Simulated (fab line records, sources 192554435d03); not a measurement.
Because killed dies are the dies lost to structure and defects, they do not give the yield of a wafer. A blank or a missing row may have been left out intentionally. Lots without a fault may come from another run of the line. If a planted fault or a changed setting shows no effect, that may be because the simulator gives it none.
fab line records	flow n5-finfet
record: lots: 7	wafers: 39
route steps=1938 shown PMOS_HMC_CHANNEL_EPI@64 DUMMY_GATE@248 HKMG_FIN@386 BEOL_M0_SAQP@638 BEOL_M2@841 BEOL_M3@1010 BEOL_M4@1070 BEOL_M6@1239 BEOL_M8@1344 BEOL_M11@1575 BEOL_M13@1707 PASSIVATION@1930
start-h: start of the lot's first displayed wafer, in hours after the record's first day	wait-h: time in hours since the lot's previous step	" same as the row above	L1.1+2: a row that stands for several wafers	- value missing, or start not given	* or withheld: withheld	< > ~ a bound
route shown NAME@n: a module of which the file shows steps, and the number in the route of the first	usual: average and standard deviation across the fault-free wafers	same: alike in all rows	chamber/n: place in a boat	sites: the reading at each site	_std_site: the values' standard deviation	_edge_site: the outer-site mean with the inner-site mean subtracted	radius-mm: how far each site lies from the wafer's centre	mask NAME#n: copy n	behind: the most recent tool/chamber to have shaped the wafer	hold: cause of the lot's hold/its duration in hours/its outcome	device: which transistor (n, p or np) failed to switch	end of line: tests of these same wafers at the route's end	step lacking rows: just its recipe	killed: count of dies lost to structure and defects at first sort (not the wafer's yield)	map: a wafer's dies, x killed, . not, _ none there
set.NAME: the setting that was run; set.NAME@STEP: the one run at that earlier step	model.NAME: the simulator's own value behind a step, which no gauge read
lots with deliberately changed settings; one table per step, one row per wafer
== steps ==
step: N5_PMOS_HMC_CHANNEL_EPI_DEVELOP_08
recipe: develop-time-s: 30	developer: TMAH	resist: CAR-ArF-block	dev-temp-c: 23	rinse-liquid: diw	dry: air-spin
step: N5_DUMMY_GATE_ETCH_44
recipe: chemistry: HBr/O2	over-etch-frac: 0.7	target-depth-a: 1275	stop-on: SiO2	ion-energy-ev: 60	bias-w: 20	target: poly-Si	mask-material: SiO2	pressure-mtorr: 20	icp-w: 400	HBr_flow_sccm: 120	O2_flow_sccm: 10
step: N5_HKMG_FIN_HK_ALD_01
recipe: material: HfO2	target-thk-a: 16	temp-c: withheld	ald-precursor-family: HfCl4	ald-co-reactant: H2O	pulse-time-s: 3	purge-time-s: 3	co-reactant-purge-time-s: 2.5	co-reactant-pulse-time-s: 0.3	ald-cycles: 30
step: N5_BEOL_M0_SAQP_PECVD_04
recipe: material: a-Si	target-thk-a: 600	temp-c: 350	precursor: SiH4/He	pressure-torr: 3	rf-w: 100	time-s: 60.2
step: N5_BEOL_M2_ILD_DEP_00
recipe: material: SiOC	target-thk-a: 790	temp-c: 350	precursor: DEMS/O2	pressure-torr: 5	rf-w: 500	time-s: 15.3
step: N5_BEOL_M3_SPUTTER_96
recipe: material: Cu	target-thk-a: 45	temp-c: -20	chamber-pressure-pa: 0.07	power-w: withheld	time-s: 8.29
step: N5_BEOL_M4_TRENCH_ETCH_37
recipe: chemistry: C4F6/O2	target-depth-a: 555.55	target: SiOC	time-s: 29.2	ion-energy-ev: 250	pressure-mtorr: 30	source-w: 355	bias-w: 185	Ar_flow_sccm: 300	C4F6_flow_sccm: 10	O2_flow_sccm: 10
step: N5_BEOL_M6_TRENCH_ETCH_37
recipe: chemistry: C4F6/O2	target-depth-a: 944.35	target: SiCOH_lowk	time-s: 31.5	ion-energy-ev: 250	pressure-mtorr: 30	source-w: 345	bias-w: 185	Ar_flow_sccm: 300	C4F6_flow_sccm: 10	O2_flow_sccm: 10
step: N5_BEOL_M8_DEVELOP_10
recipe: develop-time-s: 30	developer: TMAH	resist: CAR-ArF	rinse-liquid: diw	dry: air-spin	dev-temp-c: 23
step: N5_BEOL_M11_VIA_ETCH_34
recipe: chemistry: C4F6/O2	target: SiCOH_lowk	target-depth-a: 1845	mask-material: SOC	taper-deg: 4	time-s: 69.2	ion-energy-ev: 250	pressure-mtorr: 30	source-w: 345	bias-w: 185	Ar_flow_sccm: 300	C4F6_flow_sccm: 10	O2_flow_sccm: 10
step: N5_BEOL_M13_SPUTTER_45
recipe: material: Cu	target-thk-a: 800	temp-c: -20	bias-v: 60	power-w: 26000	chamber-pressure-pa: 0.13	time-s: 13.33
step: N5_PASSIVATION_ETCH_54
recipe: chemistry: CHF3/O2	target: SiO2	target-depth-a: 8800	CHF3_flow_sccm: 50	O2_flow_sccm: 5	Ar_flow_sccm: 200	time-s: 440	mask-material: PR	pressure-mtorr: 30	source-w: 650	bias-w: 170	ion-energy-ev: 200
step: N5_PASSIVATION_PROBE_49
usual: killed_at_M4_up: 14/5.3
lot.wafer	tool	chamber	start-h	wait-h	set.develop-time-s@PMOS_HMC_CHANNEL_EPI_DEVELOP_08	set.target-depth-a@DUMMY_GATE_ETCH_44	set.ald-cycles@HKMG_FIN_HK_ALD_01	set.time-s@BEOL_M0_SAQP_PECVD_04	set.target-thk-a@BEOL_M2_ILD_DEP_00	set.time-s@BEOL_M3_SPUTTER_96	set.time-s@BEOL_M4_TRENCH_ETCH_37	set.time-s@BEOL_M6_TRENCH_ETCH_37	set.develop-time-s@BEOL_M8_DEVELOP_10	set.target-depth-a@BEOL_M11_VIA_ETCH_34	set.time-s@BEOL_M13_SPUTTER_45	set.target-depth-a@PASSIVATION_ETCH_54	killed_at_M4_up
L074.1	prober-02	-	258.38	0.0	36.8	1275	30	60.2	790	8.29	29.2	31.5	30	1845	18.93	8800	12
L074.2	prober-02	-	258.43	0.1	30	1275	14	60.2	790	8.29	29.2	31.5	14.01	1845	13.33	8800	16
L074.3	prober-02	-	258.48	0.1	36.8	718	30	60.2	790	8.29	29.2	31.5	14.01	2490	13.33	5831	8
L074.4	prober-02	-	258.53	0.2	36.8	718	14	60.2	790	8.29	29.2	31.5	30	1845	18.93	5831	11
L074.5	prober-02	-	258.58	0.2	30	718	14	60.2	790	8.29	29.2	31.5	30	2490	13.33	5831	11
L074.6	prober-02	-	258.63	0.3	30	1275	30	60.2	790	8.29	29.2	31.5	14.01	2490	18.93	8800	11
L081.2	prober-02	-	301.99	0.1	30	1275	30	60.2	790	8.29	29.2	31.5	30	1845	13.33	8800	23
L081.3	prober-02	-	302.04	0.1	30	1275	30	60.2	790	8.29	29.2	31.5	30	1845	13.33	8800	15
L081.4	prober-02	-	302.09	0.2	30	1275	30	60.2	790	8.29	29.2	31.5	30	1845	13.33	8800	18
L082.1	prober-02	-	307.90	0.0	30	838.1	22	60.2	790	5.116	29.2	31.5	30	1845	15.73	11520	14
L082.2	prober-02	-	307.95	0.1	30	838.1	22	60.2	790	8.29	44.58	31.5	30	1845	13.33	11520	15
L082.3	prober-02	-	308.00	0.1	30	838.1	30	77.29	1138	8.29	44.58	43.99	30	1845	15.73	11520	12
L082.4	prober-02	-	308.05	0.2	30	1275	30	77.29	790	5.116	29.2	43.99	30	1845	13.33	8800	14
L082.5	prober-02	-	308.10	0.2	30	1275	22	77.29	1138	8.29	29.2	31.5	30	1845	15.73	8800	13
L082.6	prober-02	-	308.15	0.3	30	1275	30	60.2	1138	5.116	44.58	43.99	30	1845	13.33	8800	18
L087.1	prober-02	-	341.91	0.0	30	1585	30	60.2	790	6.121	29.2	31.5	45.71	1845	13.33	8800	12
L087.2	prober-02	-	341.96	0.1	30	1585	30	42.94	790	8.29	29.2	38.58	30	1845	13.33	8800	21
L087.3	prober-02	-	342.01	0.1	30	1275	30	60.2	790	6.121	29.2	38.58	30	1845	17	8800	11
L087.4	prober-02	-	342.06	0.2	30	1275	30	42.94	504	6.121	29.2	31.5	45.71	1845	17	8800	19
L087.5	prober-02	-	342.11	0.2	30	1275	30	42.94	504	8.29	29.2	31.5	30	1845	17	8800	20
L087.6	prober-02	-	342.16	0.3	30	1585	30	60.2	504	8.29	29.2	38.58	45.71	1845	13.33	8800	14
L088.1	prober-02	-	348.97	0.0	30	1275	30	69.86	790	8.29	29.2	31.5	23.09	1845	13.33	8800	11
L088.2	prober-02	-	349.02	0.1	30	1275	25	60.2	790	8.29	29.2	31.5	23.09	1845	13.33	8800	11
L088.3	prober-02	-	349.07	0.1	30	1275	25	69.86	790	8.29	29.2	31.5	30	1845	7.207	12650	99
L088.4	prober-02	-	349.12	0.2	30	1275	30	60.2	790	8.29	29.2	45.46	23.09	1845	7.207	12650	93
L088.5	prober-02	-	349.17	0.2	30	1275	30	60.2	790	8.29	29.2	45.46	30	1845	13.33	12650	70
L088.6	prober-02	-	349.22	0.3	30	1275	25	69.86	790	8.29	29.2	45.46	30	1845	7.207	8800	90
L093.1	prober-02	-	380.97	0.0	30	1646	30	42.05	790	12.97	34.3	31.5	30	1467	13.33	8800	549
L093.2	prober-02	-	381.02	0.1	30	1275	18	60.2	790	12.97	29.2	18.64	30	1845	13.33	8800	164
L093.3	prober-02	-	381.07	0.1	30	1275	18	42.05	790	12.97	34.3	31.5	37.2	1845	13.33	13930	15
L093.4	prober-02	-	381.12	0.2	30	1646	30	60.2	790	8.29	29.2	31.5	37.2	1467	13.33	13930	780
L093.5	prober-02	-	381.17	0.2	30	1275	30	42.05	790	8.29	29.2	18.64	30	1467	13.33	13930	562
L093.6	prober-02	-	381.22	0.3	30	1646	18	60.2	790	8.29	34.3	18.64	37.2	1845	13.33	8800	83
L092.1	prober-02	-	392.62	0.0	21.06	1275	47	74.87	790	8.29	29.2	31.5	30	1265	8.09	8800	1076
L092.2	prober-02	-	392.67	0.1	30	1275	47	60.2	790	8.29	29.2	50.35	38.07	1265	13.33	6711	1085
L092.3	prober-02	-	392.72	0.1	21.06	1275	30	74.87	790	8.29	29.2	50.35	30	1845	8.09	8800	616
L092.4	prober-02	-	392.77	0.2	30	1275	30	60.2	790	8.29	29.2	31.5	38.07	1845	8.09	6711	62
L092.5	prober-02	-	392.82	0.2	21.06	1275	30	60.2	790	8.29	29.2	50.35	30	1265	13.33	6711	1088
L092.6	prober-02	-	392.87	0.3	30	1275	47	74.87	790	8.29	29.2	31.5	38.07	1845	13.33	8800	16
killed by level:class
L074.1 FIN_SAQP:geometric-particle:open=17 FIN_SAQP:geometric-particle:short=17 MOL_CONTACT_COAG:geometric-particle:open=8 BEOL_M0_SAQP:geometric-particle:short=7 DUMMY_GATE:geometric-particle:open=6 BEOL_M0_SAQP:geometric-particle:open=5 BEOL_M4:geometric-particle:short=4 GATE_CUT:geometric-particle:open=3
L074.2 MOL_CONTACT_COAG:geometric-particle:open=16 FIN_SAQP:geometric-particle:open=11 DUMMY_GATE:geometric-particle:open=11 BEOL_M4:geometric-particle:open=9 FIN_SAQP:geometric-particle:short=7 BEOL_M0_SAQP:geometric-particle:short=6 ILD0:geometric-particle:open=4 GATE_CUT:geometric-particle:open=4
L074.3 PASSIVATION:area-etch=1047 DUMMY_GATE:area-etch=48 FIN_SAQP:geometric-particle:short=8 BEOL_M3:geometric-particle:open=8 DUMMY_GATE:geometric-particle:open=7 BEOL_M0_SAQP:geometric-particle:open=6 BEOL_M2:geometric-particle:open=6 BEOL_M4:geometric-particle:open=6
L074.4 PASSIVATION:area-etch=703 DUMMY_GATE:area-etch=380 BEOL_M2:geometric-particle:open=14 FIN_SAQP:geometric-particle:open=12 STI_FIN_REVEAL:geometric-particle:open=7 MOL_CONTACT_COAG:geometric-particle:open=7 BEOL_M4:geometric-particle:open=5 FIN_SAQP:geometric-particle:short=4
L074.5 PASSIVATION:area-etch=999 DUMMY_GATE:area-etch=74 MOL_CONTACT_COAG:geometric-particle:open=14 DUMMY_GATE:geometric-particle:open=12 FIN_SAQP:geometric-particle:open=10 BEOL_M0_SAQP:geometric-particle:short=7 BEOL_M2:geometric-particle:open=7 FIN_SAQP:geometric-particle:short=5
L074.6 FIN_SAQP:geometric-particle:open=11 FIN_SAQP:geometric-particle:short=7 DUMMY_GATE:geometric-particle:open=6 BEOL_M4:geometric-particle:open=6 BEOL_M0_SAQP:geometric-particle:open=5 BEOL_M3:geometric-particle:open=5 STI_FIN_REVEAL:geometric-particle:open=4 BEOL_M2:geometric-particle:open=4
L081.2 STI_FIN_REVEAL:geometric-particle:open=12 MOL_CONTACT_COAG:geometric-particle:open=12 BEOL_M3:geometric-particle:open=7 BEOL_M4:geometric-particle:open=7 BEOL_M4:geometric-particle:short=7 FIN_SAQP:geometric-particle:open=6 BEOL_M0_SAQP:geometric-particle:short=6 BEOL_M1:geometric-particle:open=6
L081.3 MOL_CONTACT_COAG:geometric-particle:open=9 BEOL_M2:geometric-particle:open=9 STI_FIN_REVEAL:geometric-particle:open=8 BEOL_M0_SAQP:geometric-particle:short=8 FIN_SAQP:geometric-particle:short=7 BEOL_M3:geometric-particle:open=6 GATE_CUT:geometric-particle:short=5 BEOL_M4:geometric-particle:open=5
L081.4 MOL_CONTACT_COAG:geometric-particle:open=18 BEOL_M4:geometric-particle:open=8 FIN_SAQP:geometric-particle:short=7 STI_FIN_REVEAL:geometric-particle:open=7 BEOL_M0_SAQP:geometric-particle:short=7 BEOL_M2:geometric-particle:open=7 FIN_SAQP:geometric-particle:open=5 GATE_CUT:geometric-particle:short=5
L082.1 MOL_CONTACT_COAG:geometric-particle:open=10 BEOL_M0_SAQP:geometric-particle:open=8 BEOL_M0_SAQP:geometric-particle:short=6 BEOL_M3:geometric-particle:open=6 FIN_SAQP:geometric-particle:open=5 STI_FIN_REVEAL:geometric-particle:open=5 BEOL_M2:geometric-particle:open=5 BEOL_M4:geometric-particle:open=4
L082.2 MOL_CONTACT_COAG:geometric-particle:open=13 BEOL_M1:geometric-particle:open=13 BEOL_M4:geometric-particle:open=9 FIN_SAQP:geometric-particle:open=5 BEOL_M3:geometric-particle:open=5 STI_FIN_REVEAL:geometric-particle:open=4 ILD0:geometric-particle:open=4 MOL_CONTACT_COAG:geometric-particle:short=4
L082.3 BEOL_M2:area-dep=1082 MOL_CONTACT_COAG:geometric-particle:open=23 BEOL_M0_SAQP:geometric-particle:open=8 GATE_CUT:geometric-particle:short=7 BEOL_M0_SAQP:geometric-particle:short=6 BEOL_M2:geometric-particle:open=5 HKMG_FIN:area-etch=5 BEOL_M0:geometric-particle:open=4
L082.4 MOL_CONTACT_COAG:geometric-particle:open=18 BEOL_M0_SAQP:geometric-particle:open=9 FIN_SAQP:geometric-particle:open=7 MOL_CONTACT_COAG:geometric-particle:short=6 BEOL_M0_SAQP:geometric-particle:short=6 BEOL_M1:geometric-particle:open=6 BEOL_M4:geometric-particle:open=6 BEOL_M2:geometric-particle:open=5
L082.5 BEOL_M2:area-dep=1081 MOL_CONTACT_COAG:geometric-particle:open=23 STI_FIN_REVEAL:geometric-particle:open=14 MOL_CONTACT_COAG:geometric-particle:short=8 BEOL_M0:geometric-particle:open=5 BEOL_M1:geometric-particle:open=5 STARTING-WAFER:geometric-particle:short=4 BEOL_M0_SAQP:geometric-particle:short=4
L082.6 BEOL_M2:area-dep=1053 STI_FIN_REVEAL:geometric-particle:open=26 MOL_CONTACT_COAG:geometric-particle:open=14 BEOL_M1:geometric-particle:open=10 BEOL_M0_SAQP:geometric-particle:short=10 STI_FIN_REVEAL:geometric-particle:short=5 BEOL_M0_SAQP:geometric-particle:open=5 FIN_SAQP:geometric-particle:short=4
L087.1 BEOL_M2:geometric-particle:open=13 FIN_SAQP:geometric-particle:open=8 STI_FIN_REVEAL:geometric-particle:open=8 MOL_CONTACT_COAG:geometric-particle:open=7 DUMMY_GATE:geometric-particle:open=6 FIN_SAQP:geometric-particle:short=5 BEOL_M2:geometric-particle:short=4 STARTING-WAFER:geometric-particle:short=4
L087.2 BEOL_M2:geometric-particle:open=12 FIN_SAQP:geometric-particle:short=11 BEOL_M1:geometric-particle:open=10 MOL_CONTACT_COAG:geometric-particle:open=9 BEOL_M4:geometric-particle:open=9 STI_FIN_REVEAL:geometric-particle:open=8 GATE_CUT:geometric-particle:short=7 GATE_CUT:geometric-particle:open=7
L087.3 BEOL_M2:geometric-particle:open=9 GATE_CUT:geometric-particle:short=7 DUMMY_GATE:geometric-particle:open=5 BEOL_M3:geometric-particle:open=5 BEOL_M0_SAQP:geometric-particle:open=5 BEOL_M4:geometric-particle:open=5 STI_FIN_REVEAL:geometric-particle:open=4 ILD0:geometric-particle:open=4
L087.4 BEOL_M2:area-dep=1049 BEOL_M2:geometric-particle:open=16 FIN_SAQP:geometric-particle:short=11 FIN_SAQP:geometric-particle:open=9 BEOL_M1:geometric-particle:open=7 BEOL_M4:geometric-particle:open=7 DUMMY_GATE:geometric-particle:open=6 BEOL_M0_SAQP:geometric-particle:open=6
L087.5 BEOL_M2:area-dep=1084 FIN_SAQP:geometric-particle:short=9 STI_FIN_REVEAL:geometric-particle:open=8 BEOL_M4:geometric-particle:open=8 BEOL_M2:geometric-particle:open=7 MOL_CONTACT_COAG:geometric-particle:open=5 BEOL_M2:geometric-particle:short=4 BEOL_M3:geometric-particle:open=4
L087.6 BEOL_M2:area-dep=1068 FIN_SAQP:geometric-particle:open=12 MOL_CONTACT_COAG:geometric-particle:open=10 FIN_SAQP:geometric-particle:short=9 STI_FIN_REVEAL:geometric-particle:open=7 DUMMY_GATE:geometric-particle:open=7 MOL_CONTACT_COAG:geometric-particle:short=7 BEOL_M1:geometric-particle:open=7
L088.1 MOL_CONTACT_COAG:geometric-particle:open=17 BEOL_M0_SAQP:geometric-particle:short=17 STI_FIN_REVEAL:geometric-particle:open=14 BEOL_M3:geometric-particle:open=14 BEOL_M0_SAQP:geometric-particle:open=9 BEOL_M4:geometric-particle:open=7 BEOL_M0:geometric-particle:open=6 BEOL_M2:geometric-particle:open=5
L088.2 STI_FIN_REVEAL:geometric-particle:open=15 BEOL_M3:geometric-particle:open=11 MOL_CONTACT_COAG:geometric-particle:open=9 BEOL_M4:geometric-particle:open=8 GATE_CUT:geometric-particle:short=4 BEOL_M0_SAQP:geometric-particle:open=4 BEOL_M3:geometric-particle:short=4 HKMG_FIN:area-etch=4
L088.3 BEOL_M13:interface-void-opened=81 MOL_CONTACT_COAG:geometric-particle:open=15 BEOL_M3:geometric-particle:open=11 BEOL_M4:geometric-particle:open=11 STI_FIN_REVEAL:geometric-particle:open=7 MOL_CONTACT_COAG:geometric-particle:short=7 BEOL_M0_SAQP:geometric-particle:short=7 BEOL_M2:geometric-particle:open=7
L088.4 BEOL_M13:interface-void-opened=77 MOL_CONTACT_COAG:geometric-particle:open=18 BEOL_M0_SAQP:geometric-particle:open=9 MOL_CONTACT_COAG:geometric-particle:short=8 BEOL_M0_SAQP:geometric-particle:short=8 BEOL_M4:geometric-particle:open=7 STI_FIN_REVEAL:geometric-particle:open=5 BEOL_M3:geometric-particle:open=5
L088.5 BEOL_M6:area-etch=56 MOL_CONTACT_COAG:geometric-particle:open=18 BEOL_M0_SAQP:geometric-particle:open=13 BEOL_M0_SAQP:geometric-particle:short=7 BEOL_M1:geometric-particle:short=6 DUMMY_GATE:geometric-particle:open=4 BEOL_M4:geometric-particle:open=4 STARTING-WAFER:geometric-particle:short=4
L088.6 BEOL_M13:interface-void-opened=73 FIN_SAQP:geometric-particle:open=8 MOL_CONTACT_COAG:geometric-particle:open=8 BEOL_M2:geometric-particle:open=8 BEOL_M3:geometric-particle:open=8 ILD0:geometric-particle:short=7 FIN_SAQP:geometric-particle:short=6 BEOL_M0_SAQP:geometric-particle:short=6
L093.1 BEOL_M11:area-etch=535 MOL_CONTACT_COAG:geometric-particle:open=23 BEOL_M0_SAQP:geometric-particle:open=13 FIN_SAQP:geometric-particle:short=10 BEOL_M0_SAQP:geometric-particle:short=10 BEOL_M1:geometric-particle:open=8 BEOL_M4:geometric-particle:open=7 FIN_SAQP:geometric-particle:open=5
L093.2 BEOL_M6:area-ecd=154 MOL_CONTACT_COAG:geometric-particle:open=22 BEOL_M0_SAQP:geometric-particle:open=9 FIN_SAQP:geometric-particle:short=7 FIN_SAQP:geometric-particle:open=7 BEOL_M1:geometric-particle:open=7 BEOL_M4:geometric-particle:open=7 MOL_CONTACT_COAG:geometric-particle:short=5
L093.3 MOL_CONTACT_COAG:geometric-particle:open=12 BEOL_M1:geometric-particle:open=12 BEOL_M4:geometric-particle:open=9 FIN_SAQP:geometric-particle:open=8 STI_FIN_REVEAL:geometric-particle:open=8 BEOL_M0_SAQP:geometric-particle:short=6 MOL_CONTACT_COAG:geometric-particle:short=5 FIN_SAQP:geometric-particle:short=3
L093.4 BEOL_M11:area-etch=771 MOL_CONTACT_COAG:geometric-particle:open=24 FIN_SAQP:geometric-particle:short=12 STI_FIN_REVEAL:geometric-particle:open=10 BEOL_M1:geometric-particle:open=8 FIN_SAQP:geometric-particle:open=6 MOL_CONTACT_COAG:geometric-particle:short=6 BEOL_M0_SAQP:geometric-particle:short=6
L093.5 BEOL_M11:area-etch=474 BEOL_M6:area-ecd=79 MOL_CONTACT_COAG:geometric-particle:open=15 FIN_SAQP:geometric-particle:open=12 STI_FIN_REVEAL:geometric-particle:open=12 BEOL_M0_SAQP:geometric-particle:short=7 BEOL_M4:geometric-particle:open=6 MOL_CONTACT_COAG:geometric-particle:short=6
L093.6 BEOL_M6:area-ecd=74 MOL_CONTACT_COAG:geometric-particle:open=18 FIN_SAQP:geometric-particle:open=9 BEOL_M1:geometric-particle:open=8 FIN_SAQP:geometric-particle:short=6 BEOL_M0_SAQP:geometric-particle:short=6 STARTING-WAFER:geometric-particle:open=6 MOL_CONTACT_COAG:geometric-particle:short=4
L092.1 BEOL_M11:area-etch=1023 BEOL_M13:interface-void-opened=47 DUMMY_GATE:geometric-particle:open=12 BEOL_M0_SAQP:geometric-particle:short=12 BEOL_M1:geometric-particle:open=10 STI_FIN_REVEAL:geometric-particle:open=7 GATE_CUT:geometric-particle:short=7 MOL_CONTACT_COAG:geometric-particle:open=7
L092.2 BEOL_M11:area-etch=602 BEOL_M6:area-etch=472 BEOL_M0_SAQP:geometric-particle:open=13 MOL_CONTACT_COAG:geometric-particle:open=10 STI_FIN_REVEAL:geometric-particle:open=8 FIN_SAQP:geometric-particle:open=7 MOL_CONTACT_COAG:geometric-particle:short=7 BEOL_M4:geometric-particle:open=6
L092.3 BEOL_M6:area-etch=554 BEOL_M13:interface-void-opened=45 MOL_CONTACT_COAG:geometric-particle:open=12 BEOL_M0_SAQP:geometric-particle:short=10 BEOL_M0_SAQP:geometric-particle:open=10 FIN_SAQP:geometric-particle:short=7 MOL_CONTACT_COAG:geometric-particle:short=7 STI_FIN_REVEAL:geometric-particle:open=6
L092.4 PASSIVATION:area-etch=1020 BEOL_M13:interface-void-opened=47 STI_FIN_REVEAL:geometric-particle:open=28 STI_FIN_REVEAL:geometric-particle:short=10 BEOL_M0_SAQP:geometric-particle:short=8 BEOL_M3:geometric-particle:open=8 GATE_CUT:geometric-particle:short=7 FIN_SAQP:geometric-particle:open=5
L092.5 BEOL_M11:area-etch=832 BEOL_M6:area-etch=242 MOL_CONTACT_COAG:geometric-particle:open=19 GATE_CUT:geometric-particle:short=7 BEOL_M0_SAQP:geometric-particle:open=7 BEOL_M4:geometric-particle:open=6 BEOL_M0_SAQP:geometric-particle:short=5 BEOL_M3:geometric-particle:open=5
L092.6 STI_FIN_REVEAL:geometric-particle:open=16 BEOL_M0_SAQP:geometric-particle:short=14 MOL_CONTACT_COAG:geometric-particle:open=8 BEOL_M2:geometric-particle:open=8 STI_FIN_REVEAL:geometric-particle:short=5 GATE_CUT:geometric-particle:open=5 GATE_CUT:geometric-particle:short=4 BEOL_M4:geometric-particle:open=4
== key ==
split: step: N5_PMOS_HMC_CHANNEL_EPI_DEVELOP_08	setting: develop-time-s	stated-as: 30
response none clear
split: step: N5_DUMMY_GATE_ETCH_44	setting: target-depth-a	stated-as: 1275
response none clear
split: step: N5_HKMG_FIN_HK_ALD_01	setting: ald-cycles	stated-as: 30
response none clear
split: step: N5_BEOL_M0_SAQP_PECVD_04	setting: time-s	stated-as: 60.2
response none clear
split: step: N5_BEOL_M2_ILD_DEP_00	setting: target-thk-a	stated-as: 790
response none clear
split: step: N5_BEOL_M3_SPUTTER_96	setting: time-s	stated-as: 8.29
response none clear
split: step: N5_BEOL_M4_TRENCH_ETCH_37	setting: time-s	stated-as: 29.2
response none clear
split: step: N5_BEOL_M6_TRENCH_ETCH_37	setting: time-s	stated-as: 31.5
response none clear
split: step: N5_BEOL_M8_DEVELOP_10	setting: develop-time-s	stated-as: 30
response none clear
split: step: N5_BEOL_M11_VIA_ETCH_34	setting: target-depth-a	stated-as: 1845
response: step: N5_PASSIVATION_PROBE_49	reading: killed_at_M4_up	slope: -13.3	per: 1%	together-with: all	explained: 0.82
split: step: N5_BEOL_M13_SPUTTER_45	setting: time-s	stated-as: 13.33
response none clear
split: step: N5_PASSIVATION_ETCH_54	setting: target-depth-a	stated-as: 8800
response none clear
